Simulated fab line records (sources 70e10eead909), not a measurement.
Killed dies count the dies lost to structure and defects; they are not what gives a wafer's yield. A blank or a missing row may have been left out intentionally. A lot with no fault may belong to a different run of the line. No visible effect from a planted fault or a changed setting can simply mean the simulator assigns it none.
Check for tools in common || flow nandHarc || Sample size 11 lots and 33 wafers

WHY THIS WAS OPENED
Flagged at NHARC_P_STI_INSPECT_25: reading rawDefectCount, on 2 of 11 lots. Fault-free wafers read 252, with a standard deviation of 100.
Rule: a lot is flagged in two cases, either no wafer of it has a number, or all its wafers with numbers fall more than 4 standard deviations from that mean. All remaining lots are regarded as sound.

{"lot": "L781", "measured": "day 4 02:02", "on": "defectInspect-01", "rawDefectCount, wafer by wafer": "234 184 292", "flag": ""}
{"lot": "L782", "measured": "day 4 09:54", "on": "defectInspect-01", "rawDefectCount, wafer by wafer": "196 201 175", "flag": ""}
{"lot": "L783", "measured": "day 4 21:02", "on": "defectInspect-01", "rawDefectCount, wafer by wafer": "222 185 217", "flag": ""}
{"lot": "L787", "measured": "day 6 09:02", "on": "defectInspect-02", "rawDefectCount, wafer by wafer": "155 412 223", "flag": ""}
{"lot": "L792", "measured": "day 8 10:38", "on": "defectInspect-01", "rawDefectCount, wafer by wafer": "1208 982 1129", "flag": "FLAGGED"}
{"lot": "L793", "measured": "day 9 00:15", "on": "defectInspect-02", "rawDefectCount, wafer by wafer": "1110 1077 1161", "flag": "FLAGGED"}
{"lot": "L799", "measured": "day 11 10:36", "on": "defectInspect-02", "rawDefectCount, wafer by wafer": "86 124 146", "flag": ""}
{"lot": "L800", "measured": "day 11 22:47", "on": "defectInspect-02", "rawDefectCount, wafer by wafer": "267 370 330", "flag": ""}
{"lot": "L801", "measured": "day 12 05:11", "on": "defectInspect-02", "rawDefectCount, wafer by wafer": "361 449 306", "flag": ""}
{"lot": "L803", "measured": "day 13 04:26", "on": "defectInspect-01", "rawDefectCount, wafer by wafer": "281 253 423", "flag": ""}
{"lot": "L804", "measured": "day 13 12:00", "on": "defectInspect-02", "rawDefectCount, wafer by wafer": "349 100 240", "flag": ""}
On average the flagged lots' numbers are 1111, which is +859 against the usual, or +9 standard deviations.

TOOL THAT RAN EACH LOT
4 process steps preceding the reading are held in the record, out of 1302 steps in the route. Cell contents, in order: the tool; ch with the chambers the sampled wafers went through; the start.
{"lot": "L781", "flag": "", "NHARC_P_ZERO_WELL_RTA_42": "rtpAnneal-01 ch 0, day 2 03:22", "NHARC_P_STI_DESCUM_14": "rieDiel-08 ch 0,1,2, day 2 20:44", "NHARC_P_STI_ETCH_31": "rieDiel-08 ch 0,1,2, day 3 17:37 or earlier", "NHARC_P_STI_STRIP_24": "wetBench-06 ch 2,3,4, day 3 17:37"}
{"lot": "L782", "flag": "", "NHARC_P_ZERO_WELL_RTA_42": "rtpAnneal-01 ch 0, day 2 13:13", "NHARC_P_STI_DESCUM_14": "rieDiel-06 ch 2,3, day 3 08:19", "NHARC_P_STI_ETCH_31": "rieDiel-06 ch 2,3, day 3 08:34", "NHARC_P_STI_STRIP_24": "wetBench-09 ch 0,4,5, day 4 02:26"}
{"lot": "L783", "flag": "", "NHARC_P_ZERO_WELL_RTA_42": "rtpAnneal-01 ch 0, day 2 23:01", "NHARC_P_STI_DESCUM_14": "rieDiel-13 ch 2,3, day 3 18:28", "NHARC_P_STI_ETCH_31": "rieDiel-13 ch 1,2, day 4 12:53 or earlier", "NHARC_P_STI_STRIP_24": "wetBench-06 ch 1,4,6, day 4 12:53"}
{"lot": "L787", "flag": "", "NHARC_P_ZERO_WELL_RTA_42": "rtpAnneal-02 ch 0, day 4 14:46", "NHARC_P_STI_DESCUM_14": "rieDiel-13 ch 0,1,3, day 5 06:19", "NHARC_P_STI_ETCH_31": "rieDiel-13 ch 0,1,2, day 6 01:26 or earlier", "NHARC_P_STI_STRIP_24": "wetBench-09 ch 0,1,3, day 6 01:26"}
{"lot": "L792", "flag": "FLAGGED", "NHARC_P_ZERO_WELL_RTA_42": "rtpAnneal-02 ch 0, day 6 16:55", "NHARC_P_STI_DESCUM_14": "rieDiel-06 ch 2,3, day 7 08:41", "NHARC_P_STI_ETCH_31": "rieDiel-06 ch 1,2, day 8 02:29 or earlier", "NHARC_P_STI_STRIP_24": "wetBench-06 ch 1,6,7, day 8 02:29"}
{"lot": "L793", "flag": "FLAGGED", "NHARC_P_ZERO_WELL_RTA_42": "rtpAnneal-01 ch 0, day 7 02:47", "NHARC_P_STI_DESCUM_14": "rieDiel-06 ch 0,1,2, day 7 20:35", "NHARC_P_STI_ETCH_31": "rieDiel-06 ch 0,1,2, day 8 16:10 or earlier", "NHARC_P_STI_STRIP_24": "wetBench-06 ch 2,3,7, day 8 16:10"}
{"lot": "L799", "flag": "", "NHARC_P_ZERO_WELL_RTA_42": "rtpAnneal-01 ch 0, day 9 15:13", "NHARC_P_STI_DESCUM_14": "rieDiel-08 ch 1,2, day 10 07:29", "NHARC_P_STI_ETCH_31": "rieDiel-08 ch 0,1,2, day 11 03:08 or earlier", "NHARC_P_STI_STRIP_24": "wetBench-06 ch 2,5,6, day 11 03:08"}
{"lot": "L800", "flag": "", "NHARC_P_ZERO_WELL_RTA_42": "rtpAnneal-01 ch 0, day 10 04:44", "NHARC_P_STI_DESCUM_14": "rieDiel-06 ch 1,2, day 10 20:38", "NHARC_P_STI_ETCH_31": "rieDiel-06 ch 1,2,3, day 11 14:40 or earlier", "NHARC_P_STI_STRIP_24": "wetBench-06 ch 1,6,7, day 11 14:40"}
{"lot": "L801", "flag": "", "NHARC_P_ZERO_WELL_RTA_42": "rtpAnneal-02 ch 0, day 10 11:08", "NHARC_P_STI_DESCUM_14": "rieDiel-06 ch 1,2,3, day 11 02:38", "NHARC_P_STI_ETCH_31": "rieDiel-06 ch 1,2,3, day 11 21:05 or earlier", "NHARC_P_STI_STRIP_24": "wetBench-09 ch 3,4,5, day 11 21:05"}
{"lot": "L803", "flag": "", "NHARC_P_ZERO_WELL_RTA_42": "rtpAnneal-02 ch 0, day 11 07:12", "NHARC_P_STI_DESCUM_14": "rieDiel-06 ch 0,1,3, day 11 23:18", "NHARC_P_STI_ETCH_31": "rieDiel-06 ch 1,3, day 12 19:25 or earlier", "NHARC_P_STI_STRIP_24": "wetBench-04 ch 0,6,7, day 12 19:25"}
{"lot": "L804", "flag": "", "NHARC_P_ZERO_WELL_RTA_42": "rtpAnneal-01 ch 0, day 11 16:55", "NHARC_P_STI_DESCUM_14": "rieDiel-08 ch 0,3, day 12 08:38", "NHARC_P_STI_ETCH_31": "rieDiel-08 ch 0,1,3, day 13 03:22 or earlier", "NHARC_P_STI_STRIP_24": "wetBench-04 ch 0,4,5, day 13 03:22"}
These steps, and what they do:
- NHARC_P_ZERO_WELL_RTA_42: time 300 s.
- NHARC_P_STI_DESCUM_14: chemistry O2, time 3 s.
- NHARC_P_STI_ETCH_31: etches the open film in CF4/CHF3, target depth 108.9 nm, time 54.5 s.
- NHARC_P_STI_STRIP_24: strips Si3N4 in H3PO4.
- NHARC_P_STI_INSPECT_25

FLAGGED OVER TOTAL, TOOL BY TOOL (the gauges that took the reading come last)
{"step": "NHARC_P_ZERO_WELL_RTA_42", "tool": "rtpAnneal-01", "lots run": 7, "flagged": 1, "share of the flagged lots": "some", "sound lots run after its first flagged lot": "3 (L799,L800,L804)"}
{"step": "NHARC_P_ZERO_WELL_RTA_42", "tool": "rtpAnneal-02", "lots run": 4, "flagged": 1, "share of the flagged lots": "some", "sound lots run after its first flagged lot": "2 (L801,L803)"}
{"step": "NHARC_P_STI_DESCUM_14", "tool": "rieDiel-06", "lots run": 6, "flagged": 2, "share of the flagged lots": "all", "sound lots run after its first flagged lot": "3 (L800,L801,L803)"}
{"step": "NHARC_P_STI_DESCUM_14", "tool": "rieDiel-08", "lots run": 3, "flagged": 0, "share of the flagged lots": "none", "sound lots run after its first flagged lot": "-"}
{"step": "NHARC_P_STI_DESCUM_14", "tool": "rieDiel-13", "lots run": 2, "flagged": 0, "share of the flagged lots": "none", "sound lots run after its first flagged lot": "-"}
{"step": "NHARC_P_STI_ETCH_31", "tool": "rieDiel-06", "lots run": 6, "flagged": 2, "share of the flagged lots": "all", "sound lots run after its first flagged lot": "3 (L800,L801,L803)"}
{"step": "NHARC_P_STI_ETCH_31", "tool": "rieDiel-08", "lots run": 3, "flagged": 0, "share of the flagged lots": "none", "sound lots run after its first flagged lot": "-"}
{"step": "NHARC_P_STI_ETCH_31", "tool": "rieDiel-13", "lots run": 2, "flagged": 0, "share of the flagged lots": "none", "sound lots run after its first flagged lot": "-"}
{"step": "NHARC_P_STI_STRIP_24", "tool": "wetBench-04", "lots run": 2, "flagged": 0, "share of the flagged lots": "none", "sound lots run after its first flagged lot": "-"}
{"step": "NHARC_P_STI_STRIP_24", "tool": "wetBench-06", "lots run": 6, "flagged": 2, "share of the flagged lots": "all", "sound lots run after its first flagged lot": "2 (L799,L800)"}
{"step": "NHARC_P_STI_STRIP_24", "tool": "wetBench-09", "lots run": 3, "flagged": 0, "share of the flagged lots": "none", "sound lots run after its first flagged lot": "-"}
{"step": "NHARC_P_STI_INSPECT_25", "tool": "defectInspect-01", "lots run": 5, "flagged": 1, "share of the flagged lots": "some", "sound lots run after its first flagged lot": "1 (L803)"}
{"step": "NHARC_P_STI_INSPECT_25", "tool": "defectInspect-02", "lots run": 6, "flagged": 1, "share of the flagged lots": "some", "sound lots run after its first flagged lot": "4 (L799,L800,L801,L804)"}
NHARC_P_STI_ETCH_31 gives no start for some lots, so the hours and the order of its lots are those of NHARC_P_STI_STRIP_24.

WHAT IS ALLOWED BY THE TABLE
rieDiel-06 at NHARC_P_STI_DESCUM_14, rieDiel-06 at NHARC_P_STI_ETCH_31 and wetBench-06 at NHARC_P_STI_STRIP_24: these 3 rows of the table ran every flagged lot.
- rieDiel-06 at NHARC_P_STI_DESCUM_14: 2 of its 6 lots flagged. After the first flagged lot (L800, L801, L803), sound lots still ran on it; a lasting fault on the whole tool would not permit that.
- rieDiel-06 at NHARC_P_STI_ETCH_31: 2 of its 6 lots flagged. After the first flagged lot (L800, L801, L803), sound lots still ran on it; a lasting fault on the whole tool would not permit that.
- wetBench-06 at NHARC_P_STI_STRIP_24: 2 of its 6 lots flagged. After the first flagged lot (L799, L800), sound lots still ran on it; a lasting fault on the whole tool would not permit that.
Every row of the table either missed a flagged lot or ran a sound lot after the first.

WHAT WAS PUT IN BY THE SIMULATOR
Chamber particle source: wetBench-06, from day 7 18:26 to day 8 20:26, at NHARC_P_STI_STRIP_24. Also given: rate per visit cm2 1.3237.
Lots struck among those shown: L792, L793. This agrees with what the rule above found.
